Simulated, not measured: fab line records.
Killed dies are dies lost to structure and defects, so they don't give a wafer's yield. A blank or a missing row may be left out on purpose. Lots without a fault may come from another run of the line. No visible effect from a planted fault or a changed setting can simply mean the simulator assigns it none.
Which tool was responsible? | flow nand_harc | 13 lots, 39 wafers sampled, at 6 steps of a route of 1159

## WHAT EACH GAUGE READ, for each wafer
NHARC_P_M1_THK_MEAS_24: measures by xrf. Usual: thk_nm 158.0 nm, standard deviation 1.4.
lot  | measured     | on            | thk_nm (nm)       | flag
L704 | day 8 14:11  | film_metro-02 | 158.1 159.1 157.2 |
L705 | day 8 15:58  | film_metro-02 | 156.2 155.3 157.3 |
L703 | day 8 17:52  | film_metro-01 | 156.6 157.8 159.4 |
L707 | day 8 18:45  | film_metro-01 | 158.1 159.2 154.8 |
L708 | day 9 06:00  | film_metro-02 | 157.3 158.3 158.9 |
L711 | day 9 10:08  | film_metro-02 | 157.9 158.0 158.4 |
L715 | day 9 16:10  | film_metro-01 | 159.1 157.8 159.9 |
L714 | day 9 17:25  | film_metro-02 | 156.2 158.2 160.0 |
L716 | day 9 17:43  | film_metro-02 | 157.8 158.2 160.8 |
L721 | day 10 08:10 | film_metro-01 | 155.6 157.7 159.9 |
L722 | day 10 17:31 | film_metro-02 | 158.2 159.2 156.7 |
L723 | day 10 22:35 | film_metro-01 | 157.7 157.1 156.4 |
L726 | day 11 14:12 | film_metro-01 | 158.8 158.9 158.8 |

NHARC_P_M2_CD_MEAS_09 targets a cd of 170 nm. Usual: cd_nm 170.0 nm, standard deviation 0.59.
lot  | measured     | on        | cd_nm (nm)        | flag
L704 | day 8 15:53  | cd_sem-03 | 170.0 169.7 169.6 |
L705 | day 8 17:31  | cd_sem-01 | 169.0 169.8 169.5 |
L703 | day 8 19:16  | cd_sem-03 | 170.2 169.4 169.6 |
L707 | day 8 20:17  | cd_sem-02 | 170.0 170.4 170.8 |
L708 | day 9 08:12  | cd_sem-03 | 169.7 169.0 168.7 |
L711 | day 9 12:00  | cd_sem-01 | 183.4 183.0 182.7 | OFF
L715 | day 9 17:34  | cd_sem-03 | 183.3 182.7 182.2 | OFF
L714 | day 9 18:51  | cd_sem-02 | 169.9 169.4 170.3 |
L716 | day 9 19:18  | cd_sem-02 | 183.1 183.5 182.7 | OFF
L721 | day 10 09:35 | cd_sem-01 | 169.9 169.9 169.9 |
L722 | day 10 18:55 | cd_sem-02 | 169.6 169.4 170.3 |
L723 | day 11 00:10 | cd_sem-03 | 170.4 170.6 170.5 |
L726 | day 11 15:45 | cd_sem-01 | 170.3 170.0 170.7 |

NHARC_P_M2_INSPECT_11. Usual: raw_defect_count 4.1, standard deviation 2.3.
lot  | measured     | on                | raw_defect_count | flag
L704 | day 8 16:01  | defect_inspect-02 | 4 4 4            |
L705 | day 8 17:38  | defect_inspect-02 | 5 2 2            |
L703 | day 8 19:23  | defect_inspect-01 | 6 3 3            |
L707 | day 8 20:25  | defect_inspect-02 | 2 3 4            |
L708 | day 9 08:19  | defect_inspect-01 | 8 2 6            |
L711 | day 9 12:09  | defect_inspect-01 | 4 5 3            |
L715 | day 9 17:41  | defect_inspect-01 | 3 4 3            |
L714 | day 9 18:58  | defect_inspect-01 | 3 0 4            |
L716 | day 9 19:26  | defect_inspect-01 | 6 5 10           |
L721 | day 10 09:44 | defect_inspect-01 | 3 6 1            |
L722 | day 10 19:03 | defect_inspect-02 | 3 7 3            |
L723 | day 11 00:17 | defect_inspect-02 | 5 1 5            |
L726 | day 11 15:53 | defect_inspect-02 | 4 3 3            |

NHARC_END_SORT_01. Usual: defect_limited_yield 95.1 %, standard deviation 1.7; killed_at_array 29, standard deviation 11; killed_at_other 0.5, standard deviation 0.85; killed_at_periphery 3.0, standard deviation 2.3; killed_dies 33, standard deviation 12; killed_open 3.3, standard deviation 1.9; killed_short 2.0, standard deviation 1.5; sort_bin_2_pct 1.5 %, standard deviation 0.66; sort_bin_3_pct 0.25 %, standard deviation 0.21; sort_bin_4_pct 3.1 %, standard deviation 1.2; sort_n_pass 644, standard deviation 12; sort_rim_yield_pct 96.7 %, standard deviation 2; sort_yield_pct 95.1 %, standard deviation 1.7.
lot  | measured     | on        | defect_limited_yield (%) | killed_at_array | killed_at_other | killed_at_periphery | killed_dies | killed_open | killed_short | sort_bin_2_pct (%) | sort_bin_3_pct (%) | sort_bin_4_pct (%) | sort_n_pass | sort_rim_yield_pct (%) | sort_yield_pct (%) | flag
L704 | day 25 03:59 | prober-01 | 93.4 94.7 91.1           | 41 33 53        | 0 0 0           | 4 3 7               | 45 36 60    | 1 4 6       | 3 1 2        | 2.1 1.6 2.5        | 0.30 0.30 0.44     | 4.3 3.4 5.9        | 632 641 617 | 94.3 97.2 95.3         | 93.4 94.7 91.1     |
L705 | day 25 08:05 | prober-02 | 98.2 97.6 98.4           | 11 14 9         | 0 0 0           | 1 2 2               | 12 16 11    | 3 3 3       | 4 2 0        | 0.6 0.4 0.3        | 0.15 0.15 0.15     | 1.0 1.8 1.2        | 665 661 666 | 100.0 99.1 98.1        | 98.2 97.6 98.4     |
L703 | day 24 20:12 | prober-01 | 96.3 94.8 95.4           | 21 32 30        | 1 0 0           | 3 3 1               | 25 35 31    | 3 8 3       | 1 1 1        | 0.4 1.8 0.9        | 0.30 0.15 0.30     | 3.0 3.2 3.4        | 652 642 646 | 95.3 94.3 99.1         | 96.3 94.8 95.4     |
L711 | day 25 15:51 | prober-02 | 96.2 97.0 98.4           | 25 19 10        | 0 0 0           | 1 1 1               | 26 20 11    | 4 1 4       | 5 0 1        | 1.3 0.6 0.4        | 0.15 0.15 0        | 2.4 2.2 1.2        | 651 657 666 | 94.3 100.0 97.2        | 96.2 97.0 98.4     |
L715 | day 28 06:14 | prober-02 | 93.2 92.6 92.5           | 42 47 49        | 0 0 0           | 4 3 2               | 46 50 51    | 7 10 2      | 4 0 1        | 3.4 2.1 2.2        | 0.15 0 0.30        | 3.2 5.3 5.0        | 631 627 626 | 94.3 95.3 98.1         | 93.2 92.6 92.5     |
L716 | day 26 15:18 | prober-02 | 91.3 92.5 90.7           | 52 40 53        | 0 3 4           | 7 8 6               | 59 51 63    | 4 4 5       | 3 2 1        | 2.5 3.1 2.4        | 0.15 0.59 0.59     | 6.1 3.8 6.4        | 618 626 614 | 95.3 93.4 92.5         | 91.3 92.5 90.7     |
L722 | day 27 06:56 | prober-02 | 93.5 95.3 93.1           | 43 29 44        | 1 0 1           | 0 3 2               | 44 32 47    | 2 2 1       | 1 4 5        | 2.2 1.5 1.6        | 0.44 0.15 0.44     | 3.8 3.1 4.9        | 633 645 630 | 93.4 96.2 90.6         | 93.5 95.3 93.1     |

## EACH LOT AND THE TOOL THAT RAN IT (in order: tool; ch and the chambers of the sampled wafers; start)
lot  | NHARC_P_M1_PRE_CLEAN_32         | NHARC_P_M2_PEB_07
L704 | pecvd-04 ch 1,2, day 8 14:35    | litho_track-06 ch 0, day 8 15:49
L705 | pecvd-04 ch 1,2, day 8 16:11    | litho_track-04 ch 0, day 8 17:26
L703 | pecvd-04 ch 0,2, day 8 18:06    | litho_track-01 ch 0, day 8 19:11
L707 | pecvd-01 ch 0,1,2, day 8 18:59  | litho_track-06 ch 0, day 8 20:12
L708 | pecvd-01 ch 0,1,2, day 9 06:54  | litho_track-04 ch 0, day 9 08:07
L711 | pecvd-02 ch 1,2, day 9 10:21    | litho_track-04 ch 0, day 9 11:55
L715 | pecvd-04 ch 1,2, day 9 16:23    | litho_track-04 ch 0, day 9 17:29
L714 | pecvd-04 ch 0,1,2, day 9 17:38  | litho_track-01 ch 0, day 9 18:46
L716 | pecvd-04 ch 0,1,2, day 9 17:59  | litho_track-04 ch 0, day 9 19:14
L721 | pecvd-02 ch 0,1,2, day 10 08:23 | litho_track-01 ch 0, day 10 09:31
L722 | pecvd-02 ch 0,1,2, day 10 17:46 | litho_track-01 ch 0, day 10 18:51
L723 | pecvd-02 ch 0,2, day 10 22:50   | litho_track-06 ch 0, day 11 00:05
L726 | pecvd-01 ch 1,2, day 11 14:26   | litho_track-06 ch 0, day 11 15:40
- NHARC_P_M1_PRE_CLEAN_32: time 12 s.
- NHARC_P_M2_PEB_07: peb time 65 s.

## WHAT THE TOOLS THEMSELVES READ (means of the sampled wafers that have a number; where no wafer has one, the mark that the record gives instead)
NHARC_P_M1_PRE_CLEAN_32. Usual: heater_power_w 617 W, standard deviation 66.
lot  | tool     | heater_power_w (W) | flag
L704 | pecvd-04 | 624                |
L705 | pecvd-04 | 600                |
L703 | pecvd-04 | 552                |
L707 | pecvd-01 | 608                |
L708 | pecvd-01 | 638                |
L711 | pecvd-02 | 627                |
L715 | pecvd-04 | 611                |
L714 | pecvd-04 | 595                |
L716 | pecvd-04 | 552                |
L721 | pecvd-02 | 650                |
L722 | pecvd-02 | 651                |
L723 | pecvd-02 | 610                |
L726 | pecvd-01 | 677                |

## THE ANSWER, worked out from the rows above alone
Rule: a lot is off if the mean of its wafers that have a number lies more than 3 standard deviations from the usual mean. A lot without any number at a reading at which 4 lots or more have one is off too. Any other lot the step has rows for is counted as sound. First the gauges in route order, then the tools' own readings, where a lot's mean is used as printed above. At the first step where some lot is off, the reading lying furthest off is the one used; lots without a number count as furthest.
Off: L711, L715, L716 (NHARC_P_M2_CD_MEAS_09, cd_nm).
If a tool, at a process step before that reading, ran all the lots that are off and no sound lot after the first of them, it fits. Gauges at NHARC_P_M2_CD_MEAS_09: tried the same way as those tools. One candidate fits, namely litho_track-04 at NHARC_P_M2_PEB_07. A fault onset in the window from L708 (day 9 08:07, its last sound lot) to L711 (day 9 11:55, its first lot off) fits.

## WHAT THE SIMULATOR PUT IN
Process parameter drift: litho_track-04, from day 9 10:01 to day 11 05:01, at NHARC_P_M2_PEB_07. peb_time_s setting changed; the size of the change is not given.
Shown lots that were struck: L711, L715, L716. This agrees with what the rule above found.
